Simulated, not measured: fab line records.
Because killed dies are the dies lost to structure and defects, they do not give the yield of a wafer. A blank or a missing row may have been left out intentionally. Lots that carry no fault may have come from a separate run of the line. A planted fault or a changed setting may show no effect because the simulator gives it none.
fab line records + flow n5-finfet + part 1 of 2: steps 1 to 4 of 6
record:
- lots: 22
- wafers: 66
- last-day: 17
route steps=1938 shown BEOL_M6@1230 BEOL_M7@1267
lots that met no fault: taken from a fault-free run of the same line
start-h: hours from the record's opening day to when the first of the lot's shown wafers began + wait-h: hours since the lot's step before + " unchanged from the row above + L1.1+2: one row covering several wafers at once + - no value present, or no start provided + * or withheld: withheld + < > ~ a bound
route shown NAME@n: names a module that has steps shown in the file, with the first one's number in the route + usual: mean/standard deviation of fault-free wafers + same: alike in all rows + chamber/n: place in a boat + sites: readings site by site + _std_site: their standard deviation + _edge_site: mean of outer sites minus mean of inner sites + radius-mm: how far each site lies from the wafer's centre + mask NAME#n: copy n + behind: tool/chamber where the wafer was last shaped + hold: reason for holding the lot/hours on hold/outcome of the hold + device: whichever transistor did not switch (one of n, p or np) + end of line: the tests these same wafers got at the end of their route + a step without rows: its recipe alone + killed: not the wafer's yield, but the dies lost to structure and defects at the first sort + map: a wafer's dies, x killed, . not, _ none there
set.NAME: the setting that was run; set.NAME@STEP: the one run at that earlier step + model.NAME: the simulator's own value behind a step, which no gauge read
a sample of lots followed through the steps of the route, with each step as a table and each wafer as a row
services: when a tool's chamber went out of use (start-h, in hours from the record's first day, below 0 if earlier), for how many hours, and the reason
== steps ==
step: N5_BEOL_M6_DESCUM_33
recipe:
- chemistry: O2
- time-s: 7
- source-power-w: 50
- bias-power-w: 20
- pressure-mtorr: 20
- rf-frequency-hz: 2.712e+07
- temp-c: 40
- resist: CAR-EUV
- o2-flow-sccm: 225
usual:
- drypump-motor-current-A: 5.7/0.43
- oes-product-au: 0.83/0.06
- rf-vpp-V: 243.7/1.3
- showerhead-plenum-p-Torr: 2.13/0.069
- throttle-valve-pct: 20.34/0.24
| lot.wafer | tool        | chamber | start-h | wait-h | drypump-motor-current-A | oes-product-au | rf-hours-counter-h | rf-vpp-V | showerhead-plenum-p-Torr | throttle-valve-pct |
|-----------|-------------|---------|---------|--------|-------------------------|----------------|--------------------|----------|--------------------------|--------------------|
| L075.2    | rie-diel-02 | 0       | 187.27  | 0.2    | 6.4                     | 0.94           | 28                 | 242.2    | 2.04                     | 20.56              |
| L075.3    | "           | 2       | "       | "      | 5.6                     | 0.68           | 246                | 243.3    | 2.07                     | 20.61              |
| L075.6    | "           | 0       | "       | "      | 6.4                     | 0.95           | -                  | 243.3    | 2.04                     | 20.57              |
| L074.1    | rie-diel-03 | 0       | 187.30  | 0.1    | 6.1                     | 0.83           | 99                 | 244.6    | 2.09                     | 20.62              |
| L074.2    | "           | 3       | "       | "      | 5.7                     | 0.85           | 57                 | 245.0    | 2.13                     | 20.31              |
| L074.6    | "           | 0       | "       | "      | 6.1                     | 0.82           | -                  | 243.7    | 2.09                     | 20.64              |
| L076.1    | rie-diel-02 | 2       | 192.71  | 0.0    | 5.6                     | 0.67           | 248                | 242.2    | 2.07                     | 20.63              |
| L076.3    | "           | 3       | "       | "      | 4.9                     | 0.81           | 90                 | 242.6    | 2.13                     | 20.14              |
| L076.4    | "           | 2       | "       | "      | 5.6                     | 0.67           | -                  | 242.6    | 2.07                     | 20.61              |
| L077.2    | rie-diel-03 | 1       | 212.57  | 0.0    | 5.7                     | 0.90           | 25                 | 245.4    | 2.25                     | 20.42              |
| L077.3    | "           | 3       | "       | "      | 5.6                     | 0.82           | 65                 | 243.1    | 2.13                     | 20.34              |
| L077.6    | "           | 0       | "       | "      | 6.1                     | 0.81           | -                  | 243.2    | 2.09                     | 20.65              |
| L078.1    | rie-diel-06 | 2       | 216.43  | 0.0    | 5.1                     | 0.86           | 46                 | 244.0    | 2.13                     | 19.98              |
| L078.2    | "           | 1       | "       | "      | 6.1                     | 0.76           | 117                | 242.2    | 2.04                     | 20.51              |
| L078.5    | "           | 1       | "       | "      | 6.1                     | 0.77           | -                  | 242.9    | 2.04                     | 20.53              |
| L079.1    | rie-diel-03 | 1       | 221.23  | 0.0    | 5.7                     | 0.90           | 29                 | 245.3    | 2.25                     | 20.42              |
| L079.5    | "           | 2       | "       | "      | 5.5                     | 0.87           | -                  | 244.6    | 2.21                     | 20.58              |
| L079.6    | "           | 3       | "       | "      | 5.6                     | 0.83           | -                  | 243.6    | 2.13                     | 20.35              |
| L080.1    | rie-diel-03 | 2       | 224.63  | 0.1    | 5.5                     | 0.87           | 52                 | 245.5    | 2.21                     | 20.58              |
| L080.2    | "           | 3       | "       | "      | 5.7                     | 0.83           | 69                 | 244.5    | 2.13                     | 20.35              |
| L080.6    | "           | 3       | "       | "      | 5.6                     | 0.82           | -                  | 243.5    | 2.13                     | 20.35              |
| L081.3    | rie-diel-02 | 1       | 226.59  | 0.0    | 5.7                     | 0.97           | 2                  | 244.2    | 2.13                     | 19.90              |
| L081.4    | "           | 1       | "       | "      | 5.7                     | 0.96           | -                  | 244.5    | 2.13                     | 19.91              |
| L081.5    | "           | 0       | "       | "      | 6.4                     | 0.90           | -                  | 243.1    | 2.03                     | 20.60              |
| L082.1    | rie-diel-03 | 1       | 240.43  | 0.0    | 5.6                     | 0.88           | 35                 | 244.5    | 2.25                     | 20.41              |
| L082.3    | "           | 0       | "       | "      | 6.1                     | 0.81           | 118                | 244.3    | 2.09                     | 20.66              |
| L082.4    | "           | 2       | "       | "      | 5.5                     | 0.86           | 57                 | 246.7    | 2.21                     | 20.60              |
| L083.4    | rie-diel-06 | 1       | 251.99  | 0.1    | 6.1                     | 0.76           | 128                | 241.1    | 2.03                     | 20.55              |
| L083.5    | "           | 3       | "       | "      | 5.8                     | 0.82           | -                  | 244.0    | 2.18                     | 20.10              |
| L083.6    | "           | 0       | "       | "      | 6.1                     | 0.82           | -                  | 245.1    | 2.22                     | 20.16              |
| L085.1    | rie-diel-03 | 3       | 254.97  | 0.0    | 5.6                     | 0.81           | 79                 | 243.4    | 2.13                     | 20.34              |
| L085.3    | "           | 2       | "       | "      | 5.5                     | 0.86           | 61                 | 246.3    | 2.21                     | 20.59              |
| L085.6    | "           | 1       | "       | "      | 5.6                     | 0.88           | -                  | 245.9    | 2.25                     | 20.44              |
| L084.2    | rie-diel-06 | 0       | 258.22  | 0.0    | 6.1                     | 0.82           | 83                 | 245.7    | 2.22                     | 20.17              |
| L084.4    | "           | 1       | "       | "      | 6.1                     | 0.76           | 130                | 242.9    | 2.03                     | 20.53              |
| L084.5    | "           | 1       | "       | "      | 6.1                     | 0.76           | -                  | 242.1    | 2.03                     | 20.56              |
| L086.2    | rie-diel-02 | 1       | 258.50  | 0.3    | 5.7                     | 0.93           | 13                 | 243.3    | 2.12                     | 19.92              |
| L086.4    | "           | 3       | "       | "      | 4.9                     | 0.78           | 118                | 242.2    | 2.12                     | 20.19              |
| L086.6    | "           | 1       | "       | "      | 5.7                     | 0.93           | -                  | 245.3    | 2.12                     | 19.92              |
| L087.1    | rie-diel-03 | 0       | 260.43  | 0.0    | 6.1                     | 0.79           | 124                | 242.9    | 2.08                     | 20.68              |
| L087.3    | "           | 2       | "       | "      | 5.5                     | 0.85           | 63                 | 243.6    | 2.21                     | 20.60              |
| L087.6    | "           | 3       | "       | "      | 5.7                     | 0.81           | -                  | 243.9    | 2.12                     | 20.37              |
| L091.1    | rie-diel-06 | 0       | 291.86  | 0.0    | 6.1                     | 0.80           | 94                 | 243.6    | 2.22                     | 20.18              |
| L091.2    | "           | 1       | "       | "      | 6.1                     | 0.74           | 140                | 242.0    | 2.03                     | 20.57              |
| L091.4    | "           | 2       | "       | "      | 5.1                     | 0.83           | 69                 | 243.2    | 2.12                     | 20.01              |
| L090.2    | rie-diel-02 | 0       | 294.62  | 0.0    | 6.4                     | 0.87           | 70                 | 242.2    | 2.02                     | 20.63              |
| L090.5    | "           | 2       | "       | "      | 5.6                     | 0.94           | -                  | 242.7    | 2.05                     | 20.23              |
| L090.6    | "           | 1       | "       | "      | 5.7                     | 0.91           | -                  | 244.5    | 2.12                     | 19.92              |
| L089.3    | rie-diel-06 | 1       | 295.61  | 0.0    | 6.1                     | 0.75           | 142                | 241.9    | 2.03                     | 20.57              |
| L089.4    | "           | 3       | "       | "      | 5.8                     | 0.80           | 113                | 243.8    | 2.17                     | 20.13              |
| L089.5    | "           | 3       | "       | "      | 5.8                     | 0.80           | -                  | 243.9    | 2.17                     | 20.13              |
| L093.3    | rie-diel-06 | 2       | 299.77  | 0.6    | 5.1                     | 0.82           | 72                 | 244.5    | 2.12                     | 20.02              |
| L093.4    | "           | 3       | "       | "      | 5.8                     | 0.81           | 115                | 244.6    | 2.17                     | 20.12              |
| L093.5    | "           | 2       | "       | "      | 5.1                     | 0.82           | -                  | 244.7    | 2.12                     | 20.01              |
| L092.2    | rie-diel-06 | 0       | 303.05  | 0.0    | 6.1                     | 0.80           | 99                 | 245.3    | 2.22                     | 20.16              |
| L092.3    | "           | 3       | "       | "      | 5.8                     | 0.79           | 117                | 245.5    | 2.17                     | 20.12              |
| L092.4    | "           | 2       | "       | "      | 5.1                     | 0.81           | 74                 | 244.4    | 2.12                     | 20.01              |
| L094.2    | rie-diel-02 | 3       | 316.26  | 0.0    | 4.9                     | 0.77           | 139                | 243.5    | 2.11                     | 20.22              |
| L094.3    | "           | 2       | "       | "      | 5.6                     | 0.91           | 25                 | 243.1    | 2.05                     | 20.24              |
| L094.5    | "           | 0       | "       | "      | 6.4                     | 0.87           | -                  | 241.0    | 2.02                     | 20.63              |
| L095.4    | rie-diel-02 | 1       | 319.23  | 0.0    | 5.7                     | 0.89           | 35                 | 243.9    | 2.12                     | 19.94              |
| L095.5    | "           | 0       | "       | "      | 6.4                     | 0.86           | -                  | 241.7    | 2.02                     | 20.64              |
| L095.6    | "           | 3       | "       | "      | 4.9                     | 0.76           | -                  | 242.5    | 2.11                     | 20.21              |
| L097.1    | rie-diel-06 | 0       | 326.64  | 0.0    | 6.1                     | 0.79           | 107                | 244.1    | 2.21                     | 20.19              |
| L097.3    | "           | 1       | "       | "      | 6.1                     | 0.73           | 152                | 241.5    | 2.03                     | 20.58              |
| L097.4    | "           | 2       | "       | "      | 5.1                     | 0.82           | 80                 | 242.3    | 2.11                     | 20.02              |
step: N5_BEOL_M7_HM_DEP_02
recipe:
- material: TiN
- target-thk-a: 200
- temp-c: 25
- chamber-pressure-pa: 0.49996
usual:
- substrate-temp-c: 25.00/0.11
- throttle-valve-pct: 30.2/0.91
| lot.wafer | tool           | chamber | start-h | wait-h | substrate-temp-c | throttle-valve-pct |
|-----------|----------------|---------|---------|--------|------------------|--------------------|
| L075.2    | pvd-sputter-02 | -       | 192.37  | 0.6    | 25.05            | 29.1               |
| L075.3    | "              | -       | "       | "      | 25.12            | 30.3               |
| L075.6    | "              | -       | "       | "      | 24.95            | 30.0               |
| L074.1    | pvd-sputter-02 | -       | 192.47  | 0.7    | 24.98            | 29.5               |
| L074.2    | "              | -       | "       | "      | 25.01            | 29.2               |
| L074.6    | "              | -       | "       | "      | 24.94            | 29.1               |
| L076.1    | pvd-sputter-03 | -       | 198.78  | 1.5    | 24.93            | 30.0               |
| L076.3    | "              | -       | "       | "      | 25.02            | 30.2               |
| L076.4    | "              | -       | "       | "      | 25.08            | 31.6               |
| L077.2    | pvd-sputter-01 | -       | 217.15  | 0.6    | 25.02            | 32.2               |
| L077.3    | "              | -       | "       | "      | 25.17            | 30.5               |
| L077.6    | "              | -       | "       | "      | 25.09            | 30.9               |
| L078.1    | pvd-sputter-01 | -       | 221.92  | 0.8    | 24.99            | 30.9               |
| L078.2    | "              | -       | "       | "      | 25.11            | 29.4               |
| L078.5    | "              | -       | "       | "      | 25.06            | 29.7               |
| L079.1    | pvd-sputter-02 | -       | 227.00  | 0.9    | 25.08            | 29.2               |
| L079.5    | "              | -       | "       | "      | 25.05            | 29.2               |
| L079.6    | "              | -       | "       | "      | 24.93            | 29.5               |
| L080.1    | pvd-sputter-03 | -       | 229.55  | 0.8    | 24.95            | 29.3               |
| L080.2    | "              | -       | "       | "      | 24.96            | 30.1               |
| L080.6    | "              | -       | "       | "      | 24.94            | 31.6               |
| L081.3    | pvd-sputter-01 | -       | 234.15  | 3.5    | 24.93            | 29.2               |
| L081.4    | "              | -       | "       | "      | 25.13            | 31.0               |
| L081.5    | "              | -       | "       | "      | 24.80            | 29.3               |
| L082.1    | pvd-sputter-01 | -       | 245.15  | 0.9    | 25.02            | 30.9               |
| L082.3    | "              | -       | "       | "      | 25.07            | 31.6               |
| L082.4    | "              | -       | "       | "      | 24.97            | 30.9               |
| L083.4    | pvd-sputter-03 | -       | 259.01  | 1.9    | 24.91            | 31.7               |
| L083.5    | "              | -       | "       | "      | 25.04            | 30.0               |
| L083.6    | "              | -       | "       | "      | 24.98            | 31.6               |
| L085.1    | pvd-sputter-02 | -       | 261.47  | 1.1    | 24.93            | 29.6               |
| L085.3    | "              | -       | "       | "      | 25.01            | 29.3               |
| L085.6    | "              | -       | "       | "      | 24.94            | 28.9               |
| L084.2    | pvd-sputter-03 | -       | 261.97  | 0.2    | 24.96            | 29.3               |
| L084.4    | "              | -       | "       | "      | 25.15            | 29.8               |
| L084.5    | "              | -       | "       | "      | 24.88            | 29.5               |
| L086.2    | pvd-sputter-03 | -       | 264.71  | 2.1    | 25.22            | 30.1               |
| L086.4    | "              | -       | "       | "      | 25.03            | 32.1               |
| L086.6    | "              | -       | "       | "      | 24.92            | 30.1               |
| L087.1    | pvd-sputter-03 | -       | 265.11  | 0.7    | 24.95            | 29.4               |
| L087.3    | "              | -       | "       | "      | 25.08            | 30.0               |
| L087.6    | "              | -       | "       | "      | 25.23            | 30.0               |
| L091.1    | pvd-sputter-02 | -       | 296.50  | 0.9    | 25.00            | 29.3               |
| L091.2    | "              | -       | "       | "      | 25.04            | 29.6               |
| L091.4    | "              | -       | "       | "      | 24.81            | 30.6               |
| L090.2    | pvd-sputter-01 | -       | 299.53  | 1.1    | 24.97            | 30.4               |
| L090.5    | "              | -       | "       | "      | 25.07            | 29.5               |
| L090.6    | "              | -       | "       | "      | 25.16            | 30.4               |
| L089.3    | pvd-sputter-01 | -       | 301.13  | 0.3    | 25.05            | 31.9               |
| L089.4    | "              | -       | "       | "      | 25.10            | 30.7               |
| L089.5    | "              | -       | "       | "      | 24.85            | 29.5               |
| L093.3    | pvd-sputter-03 | -       | 304.02  | 0.4    | 24.89            | 30.2               |
| L093.4    | "              | -       | "       | "      | 24.93            | 29.3               |
| L093.5    | "              | -       | "       | "      | 25.13            | 30.2               |
| L092.2    | pvd-sputter-02 | -       | 309.38  | 2.6    | 24.83            | 29.7               |
| L092.3    | "              | -       | "       | "      | 24.91            | 29.2               |
| L092.4    | "              | -       | "       | "      | 25.06            | 30.4               |
| L094.2    | pvd-sputter-03 | -       | 321.70  | 0.8    | 25.05            | 29.7               |
| L094.3    | "              | -       | "       | "      | 24.91            | 31.7               |
| L094.5    | "              | -       | "       | "      | 24.92            | 29.4               |
| L095.4    | pvd-sputter-03 | -       | 325.04  | 2.0    | 25.09            | 31.6               |
| L095.5    | "              | -       | "       | "      | 24.98            | 29.4               |
| L095.6    | "              | -       | "       | "      | 24.80            | 30.3               |
| L097.1    | pvd-sputter-01 | -       | 332.03  | 1.5    | 25.05            | 30.4               |
| L097.3    | "              | -       | "       | "      | 24.97            | 29.2               |
| L097.4    | "              | -       | "       | "      | 25.13            | 32.2               |
step: N5_BEOL_M7_OVL_MEAS_12
recipe:
- points-per-wafer: 44
usual:
- M7_OVL: -0.5/0.73
| lot.wafer | tool       | chamber | start-h | wait-h | M7_OVL[nm] |
|-----------|------------|---------|---------|--------|------------|
| L075.2    | overlay-02 | 0       | 192.77  | 0.0    | -1.0       |
| L075.3    | "          | 0       | "       | "      | -0.4       |
| L075.6    | "          | 0       | "       | "      | -1.8       |
| L074.1    | overlay-02 | 0       | 199.31  | 0.0    | -0.1       |
| L074.2    | "          | 0       | "       | "      | -0.7       |
| L074.6    | "          | 0       | "       | "      | -0.1       |
| L076.1    | overlay-02 | 0       | 199.35  | 0.0    | -1.2       |
| L076.3    | "          | 0       | "       | "      | 0.7        |
| L076.4    | "          | 0       | "       | "      | -1.4       |
| L077.2    | overlay-02 | 0       | 217.68  | 0.0    | -0.9       |
| L077.3    | "          | 0       | "       | "      | -0.4       |
| L077.6    | "          | 0       | "       | "      | -1.5       |
| L078.1    | overlay-01 | 0       | 222.32  | 0.0    | -0.3       |
| L078.2    | "          | 0       | "       | "      | -1.7       |
| L078.5    | "          | 0       | "       | "      | 0.4        |
| L079.1    | overlay-02 | 0       | 227.54  | 0.0    | -0.2       |
| L079.5    | "          | 0       | "       | "      | -0.8       |
| L079.6    | "          | 0       | "       | "      | 0.2        |
| L080.1    | overlay-01 | 0       | 230.08  | 0.0    | -0.3       |
| L080.2    | "          | 0       | "       | "      | -0.8       |
| L080.6    | "          | 0       | "       | "      | -0.6       |
| L081.3    | overlay-01 | 0       | 234.68  | 0.0    | 0.4        |
| L081.4    | "          | 0       | "       | "      | -1.2       |
| L081.5    | "          | 0       | "       | "      | 0.0        |
| L082.1    | overlay-02 | 0       | 245.67  | 0.0    | -0.4       |
| L082.3    | "          | 0       | "       | "      | 0.1        |
| L082.4    | "          | 0       | "       | "      | 0.7        |
| L083.4    | overlay-02 | 0       | 259.54  | 0.0    | -1.2       |
| L083.5    | "          | 0       | "       | "      | -0.7       |
| L083.6    | "          | 0       | "       | "      | -1.2       |
| L085.1    | overlay-01 | 0       | 261.87  | 0.0    | -0.5       |
| L085.3    | "          | 0       | "       | "      | -1.0       |
| L085.6    | "          | 0       | "       | "      | -1.4       |
| L084.2    | overlay-01 | 0       | 262.50  | 0.0    | -0.5       |
| L084.4    | "          | 0       | "       | "      | -0.5       |
| L084.5    | "          | 0       | "       | "      | -0.3       |
| L086.2    | overlay-01 | 0       | 265.24  | 0.0    | -1.2       |
| L086.4    | "          | 0       | "       | "      | -0.5       |
| L086.6    | "          | 0       | "       | "      | -1.0       |
| L087.1    | overlay-01 | 0       | 265.64  | 0.0    | -0.2       |
| L087.3    | "          | 0       | "       | "      | -0.2       |
| L087.6    | "          | 0       | "       | "      | -1.1       |
| L091.1    | overlay-02 | 0       | 297.03  | 0.0    | 0.1        |
| L091.2    | "          | 0       | "       | "      | -1.2       |
| L091.4    | "          | 0       | "       | "      | -1.2       |
| L090.2    | overlay-02 | 0       | 300.07  | 0.0    | 0.3        |
| L090.5    | "          | 0       | "       | "      | 0.6        |
| L090.6    | "          | 0       | "       | "      | -0.5       |
| L089.3    | overlay-01 | 0       | 301.66  | 0.0    | 0.2        |
| L089.4    | "          | 0       | "       | "      | -0.2       |
| L089.5    | "          | 0       | "       | "      | 0.6        |
| L093.3    | overlay-01 | 0       | 304.55  | 0.0    | -0.5       |
| L093.4    | "          | 0       | "       | "      | -1.0       |
| L093.5    | "          | 0       | "       | "      | 0.6        |
| L092.2    | overlay-01 | 0       | 309.91  | 0.0    | -2.2       |
| L092.3    | "          | 0       | "       | "      | -2.6       |
| L092.4    | "          | 0       | "       | "      | -0.2       |
| L094.2    | overlay-02 | 0       | 322.23  | 0.0    | -0.6       |
| L094.3    | "          | 0       | "       | "      | -0.8       |
| L094.5    | "          | 0       | "       | "      | -1.9       |
| L095.4    | overlay-02 | 0       | 325.57  | 0.0    | -0.6       |
| L095.5    | "          | 0       | "       | "      | -0.4       |
| L095.6    | "          | 0       | "       | "      | -1.1       |
| L097.1    | overlay-02 | 0       | 332.45  | 0.0    | -0.8       |
| L097.3    | "          | 0       | "       | "      | 0.0        |
| L097.4    | "          | 0       | "       | "      | -0.6       |
step: N5_BEOL_M7_ETCH_62
recipe:
- chemistry: N2/H2
- target: SOC
- target-depth-a: 1100
- overetch-a: 220
- mask-material: SiARC
- temp-c: 40
- time-s: 165
- ion-energy-ev: 200
- pressure-mtorr: 30
- source-w: 840
- bias-w: 150
- n2-flow-sccm: 200
- h2-flow-sccm: 200
usual:
- drypump-motor-current-A: 5.8/0.51
- oes-product-au: 0.67/0.054
- rf-vpp-V: 524.1/2.4
- showerhead-plenum-p-Torr: 2.56/0.084
- throttle-valve-pct: 17.88/0.26
| lot.wafer | tool        | chamber | start-h | wait-h | drypump-motor-current-A | oes-product-au | rf-hours-counter-h | rf-vpp-V | showerhead-plenum-p-Torr | throttle-valve-pct |
|-----------|-------------|---------|---------|--------|-------------------------|----------------|--------------------|----------|--------------------------|--------------------|
| L075.2    | rie-diel-04 | 3       | 192.92  | 0.0    | 5.4                     | 0.59           | 247                | 526.9    | 2.61                     | 17.86              |
| L075.3    | "           | 0       | "       | "      | 6.5                     | 0.60           | 234                | 527.4    | 2.63                     | 18.11              |
| L075.6    | "           | 2       | "       | "      | 6.5                     | 0.64           | -                  | 521.0    | 2.45                     | 18.14              |
| L074.1    | rie-diel-01 | 3       | 199.46  | 0.0    | 5.2                     | 0.71           | 54                 | 524.6    | 2.57                     | 17.94              |
| L074.2    | "           | 0       | "       | "      | 6.8                     | 0.72           | 62                 | 527.9    | 2.71                     | 17.82              |
| L074.6    | "           | 3       | "       | "      | 5.2                     | 0.70           | -                  | 524.3    | 2.57                     | 17.95              |
| L076.1    | rie-diel-05 | 2       | 199.50  | 0.0    | 5.2                     | 0.62           | 177                | 523.4    | 2.54                     | 17.76              |
| L076.3    | "           | 1       | "       | "      | 5.8                     | 0.63           | 158                | 521.3    | 2.43                     | 18.12              |
| L076.4    | "           | 3       | "       | "      | 6.3                     | 0.68           | 104                | 523.4    | 2.55                     | 18.16              |
| L077.2    | rie-diel-05 | 0       | 218.25  | 0.0    | 5.7                     | 0.66           | 114                | 525.9    | 2.67                     | 17.60              |
| L077.3    | "           | 1       | "       | "      | 5.8                     | 0.62           | 163                | 520.2    | 2.43                     | 18.12              |
| L077.6    | "           | 1       | "       | "      | 5.8                     | 0.63           | -                  | 520.5    | 2.43                     | 18.12              |
| L078.1    | rie-diel-05 | 2       | 222.72  | 0.0    | 5.2                     | 0.61           | 184                | 522.4    | 2.53                     | 17.78              |
| L078.2    | "           | 1       | "       | "      | 5.8                     | 0.62           | 165                | 521.0    | 2.43                     | 18.13              |
| L078.5    | "           | 0       | "       | "      | 5.7                     | 0.66           | -                  | 526.3    | 2.67                     | 17.59              |
| L079.1    | rie-diel-04 | 0       | 227.69  | 0.0    | 6.5                     | 0.59           | 247                | 527.2    | 2.62                     | 18.14              |
| L079.5    | "           | 1       | "       | "      | 5.6                     | 0.65           | -                  | 525.0    | 2.57                     | 18.02              |
| L079.6    | "           | 0       | "       | "      | 6.5                     | 0.58           | -                  | 526.7    | 2.62                     | 18.12              |
| L080.1    | rie-diel-05 | 1       | 230.23  | 0.0    | 5.8                     | 0.63           | 167                | 520.9    | 2.43                     | 18.13              |
| L080.2    | "           | 3       | "       | "      | 6.3                     | 0.68           | 112                | 523.4    | 2.54                     | 18.17              |
| L080.6    | "           | 0       | "       | "      | 5.7                     | 0.66           | -                  | 528.4    | 2.67                     | 17.59              |
| L081.3    | rie-diel-01 | 0       | 234.82  | 0.0    | 6.8                     | 0.71           | 71                 | 527.8    | 2.70                     | 17.82              |
| L081.4    | "           | 2       | "       | "      | 5.3                     | 0.76           | 29                 | 521.1    | 2.48                     | 17.72              |
| L081.5    | "           | 2       | "       | "      | 5.4                     | 0.77           | -                  | 522.4    | 2.48                     | 17.72              |
| L082.1    | rie-diel-04 | 2       | 245.83  | 0.0    | 6.4                     | 0.62           | 158                | 522.9    | 2.44                     | 18.19              |
| L082.3    | "           | 3       | "       | "      | 5.4                     | 0.81           | 4                  | 524.8    | 2.60                     | 17.37              |
| L082.4    | "           | 2       | "       | "      | 6.4                     | 0.61           | -                  | 521.1    | 2.44                     | 18.19              |
| L083.4    | rie-diel-05 | 3       | 259.87  | 0.0    | 6.3                     | 0.67           | 120                | 523.8    | 2.54                     | 18.18              |
| L083.5    | "           | 2       | "       | "      | 5.2                     | 0.61           | -                  | 523.9    | 2.53                     | 17.81              |
| L083.6    | "           | 1       | "       | "      | 5.7                     | 0.62           | -                  | 520.2    | 2.43                     | 18.16              |
| L085.1    | rie-diel-05 | 0       | 262.20  | 0.0    | 5.7                     | 0.64           | 126                | 528.2    | 2.66                     | 17.62              |
| L085.3    | "           | 3       | "       | "      | 6.3                     | 0.67           | 121                | 523.2    | 2.54                     | 18.19              |
| L085.6    | "           | 1       | "       | "      | 5.8                     | 0.62           | -                  | 519.7    | 2.43                     | 18.14              |
| L084.2    | rie-diel-04 | 2       | 262.65  | 0.0    | 6.4                     | 0.62           | 165                | 520.6    | 2.43                     | 18.19              |
| L084.4    | "           | 2       | "       | "      | 6.5                     | 0.61           | -                  | 521.0    | 2.43                     | 18.18              |
| L084.5    | "           | 1       | "       | "      | 5.6                     | 0.63           | -                  | 523.6    | 2.56                     | 18.04              |
| L086.2    | rie-diel-05 | 1       | 265.39  | 0.0    | 5.8                     | 0.62           | 177                | 519.7    | 2.43                     | 18.15              |
| L086.4    | "           | 3       | "       | "      | 6.3                     | 0.66           | 122                | 522.8    | 2.54                     | 18.20              |
| L086.6    | "           | 3       | "       | "      | 6.3                     | 0.66           | -                  | 523.6    | 2.54                     | 18.19              |
| L087.1    | rie-diel-01 | 1       | 265.79  | 0.0    | 5.5                     | 0.70           | 94                 | 524.7    | 2.58                     | 17.51              |
| L087.3    | "           | 3       | "       | "      | 5.2                     | 0.68           | 73                 | 525.1    | 2.57                     | 17.99              |
| L087.6    | "           | 1       | "       | "      | 5.5                     | 0.69           | -                  | 523.8    | 2.58                     | 17.49              |
| L091.1    | rie-diel-01 | 2       | 297.22  | 0.0    | 5.3                     | 0.73           | 49                 | 521.6    | 2.47                     | 17.76              |
| L091.2    | "           | 1       | "       | "      | 5.5                     | 0.69           | 102                | 523.7    | 2.57                     | 17.50              |
| L091.4    | "           | 3       | "       | "      | 5.2                     | 0.67           | 83                 | 524.9    | 2.56                     | 17.98              |
| L090.2    | rie-diel-05 | 1       | 300.22  | 0.0    | 5.8                     | 0.62           | 188                | 520.7    | 2.42                     | 18.18              |
| L090.5    | "           | 2       | "       | "      | 5.2                     | 0.61           | -                  | 523.4    | 2.53                     | 17.81              |
| L090.6    | "           | 3       | "       | "      | 6.3                     | 0.66           | -                  | 524.5    | 2.53                     | 18.20              |
| L089.3    | rie-diel-01 | 0       | 301.81  | 0.0    | 6.7                     | 0.69           | 91                 | 527.5    | 2.70                     | 17.87              |
| L089.4    | "           | 3       | "       | "      | 5.2                     | 0.68           | 84                 | 523.8    | 2.56                     | 18.01              |
| L089.5    | "           | 1       | "       | "      | 5.5                     | 0.70           | -                  | 525.6    | 2.57                     | 17.50              |
| L093.3    | rie-diel-01 | 0       | 304.77  | 0.0    | 6.8                     | 0.69           | 91                 | 526.8    | 2.70                     | 17.86              |
| L093.4    | "           | 1       | "       | "      | 5.5                     | 0.70           | 104                | 523.1    | 2.57                     | 17.50              |
| L093.5    | "           | 1       | "       | "      | 5.5                     | 0.69           | -                  | 522.9    | 2.57                     | 17.51              |
| L092.2    | rie-diel-01 | 2       | 310.08  | 0.0    | 5.4                     | 0.73           | 52                 | 522.0    | 2.47                     | 17.75              |
| L092.3    | "           | 3       | "       | "      | 5.2                     | 0.67           | 87                 | 523.8    | 2.56                     | 18.02              |
| L092.4    | "           | 1       | "       | "      | 5.5                     | 0.68           | 106                | 524.1    | 2.57                     | 17.51              |
| L094.2    | rie-diel-05 | 3       | 322.53  | 0.0    | 6.3                     | 0.66           | 141                | 523.5    | 2.53                     | 18.24              |
| L094.3    | "           | 1       | "       | "      | 5.8                     | 0.61           | 196                | 520.2    | 2.42                     | 18.19              |
| L094.5    | "           | 3       | "       | "      | 6.3                     | 0.66           | -                  | 523.0    | 2.53                     | 18.21              |
| L095.4    | rie-diel-04 | 0       | 325.72  | 0.0    | 6.5                     | 0.78           | 18                 | 526.6    | 2.61                     | 17.78              |
| L095.5    | "           | 0       | "       | "      | 6.5                     | 0.78           | -                  | 524.4    | 2.61                     | 17.79              |
| L095.6    | "           | 1       | "       | "      | 5.6                     | 0.62           | -                  | 523.6    | 2.55                     | 18.09              |
| L097.1    | rie-diel-05 | 0       | 332.60  | 0.0    | 5.7                     | 0.64           | 143                | 527.1    | 2.66                     | 17.65              |
| L097.3    | "           | 3       | "       | "      | 6.3                     | 0.65           | 145                | 524.4    | 2.53                     | 18.24              |
| L097.4    | "           | 2       | "       | "      | 5.2                     | 0.61           | 215                | 522.5    | 2.52                     | 17.83              |
